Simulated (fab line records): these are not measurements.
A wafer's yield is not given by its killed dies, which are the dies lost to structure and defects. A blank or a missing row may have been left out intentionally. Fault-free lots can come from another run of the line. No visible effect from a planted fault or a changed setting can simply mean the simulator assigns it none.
One fault seen from 2 desks ; flow n5Finfet ; every desk sees just its own numbers, and what lay behind them comes last

TOOL OWNER'S DESK, rieDiel-02
The tool's own readings at N5_GATE_CUT_HM_OPEN_40 (chemistry C4F6/O2, target SiO2, target depth 139 nm, time 85.1 s): means of the sampled wafers that have a number, for each lot that ran on this tool. If a lot's mean is further than 4 standard deviations from the usual mean, the lot is out of limits and carries the mark OUT (the distance appears in the brackets).
Columns: A = drypumpMotorCurrentA at N5_GATE_CUT_HM_OPEN_40, usual 6.0 A; B = etchRfOnTimeS at N5_GATE_CUT_HM_OPEN_40, usual 94.4 s; C = oesProductAu at N5_GATE_CUT_HM_OPEN_40, usual 0.71 a.u.; D = rfVppV at N5_GATE_CUT_HM_OPEN_40, usual 668 V; E = showerheadPlenumPTorr at N5_GATE_CUT_HM_OPEN_40, usual 2.82 Torr; F = throttleValvePct at N5_GATE_CUT_HM_OPEN_40, usual 20.94 %
lot;first seen here;A;B;C;D;E;F
L166;day 6 15:23;5.7;94.4;0.65;655;2.72;21.32
L167;day 6 18:05;6.2;94.3;0.75;650;2.82;20.95
L170;day 7 13:10;6.1;82.7 (-5.1) OUT;0.79;668;2.78;20.88
L172;day 8 01:04;6.0;81.3 (-5.7) OUT;0.77;657;2.77;21.10
Finding of this desk: L170, L172 out of limits; the first was L170 at day 7 13:10, on etchRfOnTimeS at N5_GATE_CUT_HM_OPEN_40. Within limits: L166, L167.

AT THE METROLOGY DESK
What the gauges read for every lot (on any tool): the sampled wafers with a number, averaged. If a lot's mean is further than 4 standard deviations from the usual mean, the lot is out of limits and carries the mark OUT (the distance appears in the brackets). Readings shown: 7 of its 10, picked as those furthest out on some lot.
Columns: A = DIBL_P at N5_BEOL_M4_RC_MEAS_101, usual 36.3 mV/V; B = IOFF_N at N5_BEOL_M4_RC_MEAS_101, usual 0.16 nA/um; C = IOFF_P at N5_BEOL_M4_RC_MEAS_101, usual 0.21 nA/um; D = ION_N at N5_BEOL_M4_RC_MEAS_101, usual 678 uA/um; E = ION_P at N5_BEOL_M4_RC_MEAS_101, usual 465 uA/um; F = SS_P at N5_BEOL_M4_RC_MEAS_101, usual 73.3 mV/dec; G = VT_N at N5_BEOL_M4_RC_MEAS_101, usual 249 mV
lot;first seen here;A;B;C;D;E;F;G
L161;day 8 13:13;32.2;0.11;0.17;656;455;72.3;255
L160;day 8 23:31;36.6;0.16;0.20;674;458;73.8;252
L164;day 9 06:28;37.0;0.16;0.21;681;467;73.4;249
L166;day 10 17:14;38.7;0.17;0.19;673;454;73.0;251
L167;day 10 18:18;35.6;0.15;0.22;670;466;73.7;252
L170;day 11 16:26;38.1;0.20;0.26;694;476;73.3;245
L172;day 12 04:50;36.4;0.18;0.23;680;467;73.8;249
L181;day 14 01:16;35.8;0.15;0.21;674;467;73.7;251
L180;day 14 13:26;39.0;0.21;0.27;693;470;74.2;244
This desk found nothing out of limits on any of the 9 lots.

BROUGHT TOGETHER
The tool owner's desk had the chance to raise an alarm at day 7 13:10 on L170, L172.
The metrology desk saw nothing out of limits.
The metrology desk has L170, L172 on record, within its limits.
All the named lots went through N5_GATE_CUT_HM_OPEN_40 on rieDiel-02.

WHAT THE SIMULATOR HAD PUT IN
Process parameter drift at N5_GATE_CUT_HM_OPEN_40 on rieDiel-02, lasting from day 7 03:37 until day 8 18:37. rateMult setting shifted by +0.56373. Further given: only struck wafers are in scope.
Shown lots that were struck: L170, L172.
Hours from the fault's start to each desk's first reading out of limits: the tool owner's desk, 10.
